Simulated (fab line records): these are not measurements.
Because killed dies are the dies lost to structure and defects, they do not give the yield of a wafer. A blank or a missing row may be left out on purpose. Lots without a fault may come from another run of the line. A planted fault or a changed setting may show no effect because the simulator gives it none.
Which of the tools did it? || flow n5_finfet || 11 lots, 32 wafers sampled, at 1 step of a route of 1938

## WHAT EACH GAUGE READ, for each wafer
N5_BEOL_M11_CD_MEAS_11: the cd target is 64.1 nm.
{"lot": "L750", "measured": "day 10 09:14", "on": "cd_sem-03", "cd_nm (nm)": "64.8 64.5 64.2"}
{"lot": "L752", "measured": "day 11 03:03", "on": "cd_sem-01", "cd_nm (nm)": "63.0 63.0"}
{"lot": "L753", "measured": "day 11 03:13", "on": "cd_sem-02", "cd_nm (nm)": "63.4 63.4 62.8"}
{"lot": "L755", "measured": "day 12 00:29", "on": "cd_sem-03", "cd_nm (nm)": "64.3 64.1 63.1"}
{"lot": "L756", "measured": "day 12 08:16", "on": "cd_sem-01", "cd_nm (nm)": "63.4 64.1 64.3"}
{"lot": "L765", "measured": "day 14 05:04", "on": "cd_sem-02", "cd_nm (nm)": "63.1 64.1 64.2"}
{"lot": "L760", "measured": "day 14 05:36", "on": "cd_sem-01", "cd_nm (nm)": "62.4 63.9 63.7"}
{"lot": "L770", "measured": "day 16 12:28", "on": "cd_sem-02", "cd_nm (nm)": "63.7 62.4 63.4"}
{"lot": "L771", "measured": "day 16 12:42", "on": "cd_sem-03", "cd_nm (nm)": "64.5 64.0 63.0"}
{"lot": "L772", "measured": "day 16 18:50", "on": "cd_sem-01", "cd_nm (nm)": "62.4 62.5 62.8"}
{"lot": "L773", "measured": "day 16 20:23", "on": "cd_sem-03", "cd_nm (nm)": "64.1 64.4 64.1"}

## EACH LOT AND THE TOOL THAT RAN IT (in order: tool; ch and the chambers of the sampled wafers; start)
There is no process step in the record ahead of these readings.

## WHAT THE TOOLS THEMSELVES READ (means of the sampled wafers that have a number; where no wafer has one, the mark that the record gives instead)
The record holds no such reading with a usual standard deviation.

## THE ANSWER, worked out from the rows above alone
Rule: the usual values come from the lots themselves. Put in order of their means at a reading, lots are off if they are a third of the lots or fewer, leave a main group of 4 or more, and stand apart from it by a gap of 3 or more times the standard deviation of the main group's means; of several such gaps the widest counts. Not used: any main group whose means are identical at the precision the tables above print for the reading. Also off: a lot with no number at a reading for which 4 or more lots have one. The other lots that the step has rows for count as sound. Order of review: gauges by route order, followed by the tools' own readings, for which a lot's mean as printed above is used. At the first step where some lot is off, the reading lying furthest off is the one used; lots without a number count as furthest.
No lot is off on any of the readings shown, so nothing can be concluded from this.

## WHAT HAD BEEN PUT IN BY THE SIMULATOR
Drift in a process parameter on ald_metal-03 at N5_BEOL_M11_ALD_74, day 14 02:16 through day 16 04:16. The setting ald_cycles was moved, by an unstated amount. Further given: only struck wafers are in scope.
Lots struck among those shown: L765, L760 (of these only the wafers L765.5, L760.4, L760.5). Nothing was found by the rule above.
